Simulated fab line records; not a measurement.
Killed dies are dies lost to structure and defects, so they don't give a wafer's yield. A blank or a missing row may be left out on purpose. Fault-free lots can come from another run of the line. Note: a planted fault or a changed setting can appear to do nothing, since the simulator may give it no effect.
Split-lot trial || flow n5_finfet || route with 1938 steps; 7 lots, 39 wafers read

== ON THE SPLIT ==
At N5_PMOS_HMC_CHANNEL_EPI_HM_DEP_34 (deposits SiO2 from TEOS/O2, target thk 36 nm, time 6.9 s), the setting target_thk_a was moved away from the recipe's 360 angstrom on 18 of the 39 wafers read, by -50.8% to +35.4%. All remaining wafers had this setting at the recipe value.

The reading comes from the split's own step.

== THE READING ==
SiO2_of_PMOS_HMC_CHANNEL_EPI_HM_DEP_34.thk_nm (the simulator's own value, which no gauge read), in nm, at N5_PMOS_HMC_CHANNEL_EPI_HM_DEP_34 (deposits SiO2 from TEOS/O2, target thk 36 nm, time 6.9 s). The file does not state a usual value for it. Across the 21 wafers here that went through the recipe, the average is 36.18 nm and the standard deviation 0.49 nm.

{"wafer": "L076.1", "tool, chamber at the split": "pecvd-02, 0", "target_thk_a as run, angstrom": 360, "against the recipe": "recipe", "SiO2_of_PMOS_HMC_CHANNEL_EPI_HM_DEP_34.thk_nm, nm": 36.08, "against lot-mates on the recipe": "-"}
{"wafer": "L076.2", "tool, chamber at the split": "pecvd-02, 1", "target_thk_a as run, angstrom": 360, "against the recipe": "recipe", "SiO2_of_PMOS_HMC_CHANNEL_EPI_HM_DEP_34.thk_nm, nm": 36.53, "against lot-mates on the recipe": "-"}
{"wafer": "L076.3", "tool, chamber at the split": "pecvd-02, 2", "target_thk_a as run, angstrom": 360, "against the recipe": "recipe", "SiO2_of_PMOS_HMC_CHANNEL_EPI_HM_DEP_34.thk_nm, nm": 35.77, "against lot-mates on the recipe": "-"}
{"wafer": "L076.4", "tool, chamber at the split": "pecvd-02, 1", "target_thk_a as run, angstrom": 207.9, "against the recipe": "-42.2%", "SiO2_of_PMOS_HMC_CHANNEL_EPI_HM_DEP_34.thk_nm, nm": 22.32, "against lot-mates on the recipe": -13.81}
{"wafer": "L076.5", "tool, chamber at the split": "pecvd-02, 2", "target_thk_a as run, angstrom": 207.9, "against the recipe": "-42.2%", "SiO2_of_PMOS_HMC_CHANNEL_EPI_HM_DEP_34.thk_nm, nm": 20.79, "against lot-mates on the recipe": -15.34}
{"wafer": "L076.6", "tool, chamber at the split": "pecvd-02, 0", "target_thk_a as run, angstrom": 207.9, "against the recipe": "-42.2%", "SiO2_of_PMOS_HMC_CHANNEL_EPI_HM_DEP_34.thk_nm, nm": 20.92, "against lot-mates on the recipe": -15.21}
{"wafer": "L077.1", "tool, chamber at the split": "pecvd-03, 0", "target_thk_a as run, angstrom": 360, "against the recipe": "recipe", "SiO2_of_PMOS_HMC_CHANNEL_EPI_HM_DEP_34.thk_nm, nm": 35.37, "against lot-mates on the recipe": "-"}
{"wafer": "L077.2", "tool, chamber at the split": "pecvd-03, 1", "target_thk_a as run, angstrom": 360, "against the recipe": "recipe", "SiO2_of_PMOS_HMC_CHANNEL_EPI_HM_DEP_34.thk_nm, nm": 35.96, "against lot-mates on the recipe": "-"}
{"wafer": "L077.3", "tool, chamber at the split": "pecvd-03, 2", "target_thk_a as run, angstrom": 430.8, "against the recipe": "+19.7%", "SiO2_of_PMOS_HMC_CHANNEL_EPI_HM_DEP_34.thk_nm, nm": 42.61, "against lot-mates on the recipe": "+6.62"}
{"wafer": "L077.4", "tool, chamber at the split": "pecvd-03, 0", "target_thk_a as run, angstrom": 430.8, "against the recipe": "+19.7%", "SiO2_of_PMOS_HMC_CHANNEL_EPI_HM_DEP_34.thk_nm, nm": 43.43, "against lot-mates on the recipe": "+7.44"}
{"wafer": "L077.5", "tool, chamber at the split": "pecvd-03, 2", "target_thk_a as run, angstrom": 430.8, "against the recipe": "+19.7%", "SiO2_of_PMOS_HMC_CHANNEL_EPI_HM_DEP_34.thk_nm, nm": 42.99, "against lot-mates on the recipe": "+7.00"}
{"wafer": "L077.6", "tool, chamber at the split": "pecvd-03, 1", "target_thk_a as run, angstrom": 360, "against the recipe": "recipe", "SiO2_of_PMOS_HMC_CHANNEL_EPI_HM_DEP_34.thk_nm, nm": 36.63, "against lot-mates on the recipe": "-"}
{"wafer": "L080.1", "tool, chamber at the split": "pecvd-02, 0", "target_thk_a as run, angstrom": 177.2, "against the recipe": "-50.8%", "SiO2_of_PMOS_HMC_CHANNEL_EPI_HM_DEP_34.thk_nm, nm": 18.08, "against lot-mates on the recipe": -18.01}
{"wafer": "L080.2", "tool, chamber at the split": "pecvd-02, 1", "target_thk_a as run, angstrom": 360, "against the recipe": "recipe", "SiO2_of_PMOS_HMC_CHANNEL_EPI_HM_DEP_34.thk_nm, nm": 36, "against lot-mates on the recipe": "-"}
{"wafer": "L080.3", "tool, chamber at the split": "pecvd-02, 2", "target_thk_a as run, angstrom": 360, "against the recipe": "recipe", "SiO2_of_PMOS_HMC_CHANNEL_EPI_HM_DEP_34.thk_nm, nm": 35.72, "against lot-mates on the recipe": "-"}
{"wafer": "L080.4", "tool, chamber at the split": "pecvd-02, 1", "target_thk_a as run, angstrom": 177.2, "against the recipe": "-50.8%", "SiO2_of_PMOS_HMC_CHANNEL_EPI_HM_DEP_34.thk_nm, nm": 18.28, "against lot-mates on the recipe": -17.81}
{"wafer": "L080.5", "tool, chamber at the split": "pecvd-02, 2", "target_thk_a as run, angstrom": 177.2, "against the recipe": "-50.8%", "SiO2_of_PMOS_HMC_CHANNEL_EPI_HM_DEP_34.thk_nm, nm": 18.45, "against lot-mates on the recipe": -17.64}
{"wafer": "L080.6", "tool, chamber at the split": "pecvd-02, 0", "target_thk_a as run, angstrom": 360, "against the recipe": "recipe", "SiO2_of_PMOS_HMC_CHANNEL_EPI_HM_DEP_34.thk_nm, nm": 36.55, "against lot-mates on the recipe": "-"}
{"wafer": "L082.1", "tool, chamber at the split": "pecvd-03, 2", "target_thk_a as run, angstrom": 360, "against the recipe": "recipe", "SiO2_of_PMOS_HMC_CHANNEL_EPI_HM_DEP_34.thk_nm, nm": 35.48, "against lot-mates on the recipe": "-"}
{"wafer": "L082.2", "tool, chamber at the split": "pecvd-03, 0", "target_thk_a as run, angstrom": 228.3, "against the recipe": "-36.6%", "SiO2_of_PMOS_HMC_CHANNEL_EPI_HM_DEP_34.thk_nm, nm": 22.83, "against lot-mates on the recipe": -13.16}
{"wafer": "L082.3", "tool, chamber at the split": "pecvd-03, 1", "target_thk_a as run, angstrom": 228.3, "against the recipe": "-36.6%", "SiO2_of_PMOS_HMC_CHANNEL_EPI_HM_DEP_34.thk_nm, nm": 22.47, "against lot-mates on the recipe": -13.52}
{"wafer": "L082.4", "tool, chamber at the split": "pecvd-03, 1", "target_thk_a as run, angstrom": 360, "against the recipe": "recipe", "SiO2_of_PMOS_HMC_CHANNEL_EPI_HM_DEP_34.thk_nm, nm": 36.31, "against lot-mates on the recipe": "-"}
{"wafer": "L082.5", "tool, chamber at the split": "pecvd-03, 2", "target_thk_a as run, angstrom": 360, "against the recipe": "recipe", "SiO2_of_PMOS_HMC_CHANNEL_EPI_HM_DEP_34.thk_nm, nm": 36.17, "against lot-mates on the recipe": "-"}
{"wafer": "L082.6", "tool, chamber at the split": "pecvd-03, 0", "target_thk_a as run, angstrom": 228.3, "against the recipe": "-36.6%", "SiO2_of_PMOS_HMC_CHANNEL_EPI_HM_DEP_34.thk_nm, nm": 22.99, "against lot-mates on the recipe": -13.00}
{"wafer": "L089.1", "tool, chamber at the split": "pecvd-01, 1", "target_thk_a as run, angstrom": 447.4, "against the recipe": "+24.3%", "SiO2_of_PMOS_HMC_CHANNEL_EPI_HM_DEP_34.thk_nm, nm": 44.03, "against lot-mates on the recipe": "+8.04"}
{"wafer": "L089.2", "tool, chamber at the split": "pecvd-01, 2", "target_thk_a as run, angstrom": 447.4, "against the recipe": "+24.3%", "SiO2_of_PMOS_HMC_CHANNEL_EPI_HM_DEP_34.thk_nm, nm": 44.59, "against lot-mates on the recipe": "+8.60"}
{"wafer": "L089.3", "tool, chamber at the split": "pecvd-01, 1", "target_thk_a as run, angstrom": 360, "against the recipe": "recipe", "SiO2_of_PMOS_HMC_CHANNEL_EPI_HM_DEP_34.thk_nm, nm": 35.69, "against lot-mates on the recipe": "-"}
{"wafer": "L089.4", "tool, chamber at the split": "pecvd-01, 2", "target_thk_a as run, angstrom": 360, "against the recipe": "recipe", "SiO2_of_PMOS_HMC_CHANNEL_EPI_HM_DEP_34.thk_nm, nm": 36.17, "against lot-mates on the recipe": "-"}
{"wafer": "L089.5", "tool, chamber at the split": "pecvd-01, 1", "target_thk_a as run, angstrom": 447.4, "against the recipe": "+24.3%", "SiO2_of_PMOS_HMC_CHANNEL_EPI_HM_DEP_34.thk_nm, nm": 44.83, "against lot-mates on the recipe": "+8.84"}
{"wafer": "L089.6", "tool, chamber at the split": "pecvd-01, 2", "target_thk_a as run, angstrom": 360, "against the recipe": "recipe", "SiO2_of_PMOS_HMC_CHANNEL_EPI_HM_DEP_34.thk_nm, nm": 36.12, "against lot-mates on the recipe": "-"}
{"wafer": "L096.3", "tool, chamber at the split": "pecvd-03, 0", "target_thk_a as run, angstrom": 360, "against the recipe": "recipe", "SiO2_of_PMOS_HMC_CHANNEL_EPI_HM_DEP_34.thk_nm, nm": 35.56, "against lot-mates on the recipe": "-"}
{"wafer": "L096.5", "tool, chamber at the split": "pecvd-03, 2", "target_thk_a as run, angstrom": 360, "against the recipe": "recipe", "SiO2_of_PMOS_HMC_CHANNEL_EPI_HM_DEP_34.thk_nm, nm": 36.53, "against lot-mates on the recipe": "-"}
{"wafer": "L096.6", "tool, chamber at the split": "pecvd-03, 0", "target_thk_a as run, angstrom": 360, "against the recipe": "recipe", "SiO2_of_PMOS_HMC_CHANNEL_EPI_HM_DEP_34.thk_nm, nm": 36.22, "against lot-mates on the recipe": "-"}
{"wafer": "L097.1", "tool, chamber at the split": "pecvd-02, 0", "target_thk_a as run, angstrom": 487.4, "against the recipe": "+35.4%", "SiO2_of_PMOS_HMC_CHANNEL_EPI_HM_DEP_34.thk_nm, nm": 49.19, "against lot-mates on the recipe": "+12.18"}
{"wafer": "L097.2", "tool, chamber at the split": "pecvd-02, 1", "target_thk_a as run, angstrom": 360, "against the recipe": "recipe", "SiO2_of_PMOS_HMC_CHANNEL_EPI_HM_DEP_34.thk_nm, nm": 36.65, "against lot-mates on the recipe": "-"}
{"wafer": "L097.3", "tool, chamber at the split": "pecvd-02, 2", "target_thk_a as run, angstrom": 487.4, "against the recipe": "+35.4%", "SiO2_of_PMOS_HMC_CHANNEL_EPI_HM_DEP_34.thk_nm, nm": 49.04, "against lot-mates on the recipe": "+12.03"}
{"wafer": "L097.4", "tool, chamber at the split": "pecvd-02, 0", "target_thk_a as run, angstrom": 360, "against the recipe": "recipe", "SiO2_of_PMOS_HMC_CHANNEL_EPI_HM_DEP_34.thk_nm, nm": 37.21, "against lot-mates on the recipe": "-"}
{"wafer": "L097.5", "tool, chamber at the split": "pecvd-02, 1", "target_thk_a as run, angstrom": 487.4, "against the recipe": "+35.4%", "SiO2_of_PMOS_HMC_CHANNEL_EPI_HM_DEP_34.thk_nm, nm": 50.24, "against lot-mates on the recipe": "+13.23"}
{"wafer": "L097.6", "tool, chamber at the split": "pecvd-02, 2", "target_thk_a as run, angstrom": 360, "against the recipe": "recipe", "SiO2_of_PMOS_HMC_CHANNEL_EPI_HM_DEP_34.thk_nm, nm": 37.16, "against lot-mates on the recipe": "-"}

THE FIT
A straight line over all 39 wafers: SiO2_of_PMOS_HMC_CHANNEL_EPI_HM_DEP_34.thk_nm changes by +0.358 nm for each +1% of target_thk_a; r = +1.00; the points scatter about the line by 0.54 nm.
The same after taking each lot's own level away (the mean of its wafers on the recipe; 39 wafers): +0.353 nm for each +1%; r = +1.00; scatter 0.41 nm.
The reading moves by 18 nm for the largest change in target_thk_a, on that fit.
The lots' own levels span 35.987 to 37.007 nm, that is 2.1 times the standard deviation above.
The two slopes agree, so the slope changes little with the lot-to-lot level.
Check: with one of the wafers moved furthest among these (-50.8%) left out of the fit, the line predicts -17.9 nm for it against its lot-mates. Against them it came out at -18 nm.

== THE FILE'S OWN FIT ==
SiO2_of_PMOS_HMC_CHANNEL_EPI_HM_DEP_34.thk_nm changes by +0.353 nm for each +1% of target_thk_a, r = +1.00.
